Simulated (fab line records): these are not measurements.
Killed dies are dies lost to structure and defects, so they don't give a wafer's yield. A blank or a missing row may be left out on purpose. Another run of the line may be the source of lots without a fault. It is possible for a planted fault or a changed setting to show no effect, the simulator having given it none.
Matching of chambers ; flow n5-finfet ; pecvd-02 running N5_BEOL_M6_DEP_56: 3 sister chambers
The step deposits SiCN from 3MS/NH3, target thk 10 nm, time 17.5 s. 3 wafers are shown with their chamber, then 9 later ones without.

== WAFERS WITH THEIR CHAMBER ==
wafer;chamber;throttle-valve-pct (%)
L093.2;1;9.8
L093.5;2;8.4
L093.6;0;9.3

== WAFERS WHOSE CHAMBER IS MISSING ==
wafer;throttle-valve-pct (%)
L094.2;10.0
L094.4;9.6
L094.5;8.6
L095.1;9.3
L095.2;10.2
L095.3;8.5
L097.1;9.4
L097.3;8.6
L097.4;9.6

== EACH ONE'S CHAMBER ==
wafer;from the rows above;in truth
L094.2;1;1
L094.4;can't be placed: 1 or 0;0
L094.5;2;2
L095.1;0;0
L095.2;1;1
L095.3;2;2
L097.1;can't be placed: 0 or 1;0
L097.3;2;2
L097.4;can't be placed: 1 or 0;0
Correct placement for 6 of the 9. Not placeable from these rows: 3 (in 3, the candidates include the true chamber). Placed wrongly: 0.
How it was worked out, from the rows above alone: a wafer's distance from a chamber is the root of the sum, over the readings, of the square of ((its reading less the chamber's mean) divided by the reading's scatter). If the next closest chamber is less than 2 further off than the closest, the wafer can't be placed; otherwise it belongs to the closest. A chamber's mean is the mean of its shown wafers. The scatter (one wafer shown for each chamber): square how far every hidden wafer sits from the nearest shown wafer, average those squares and take the square root.
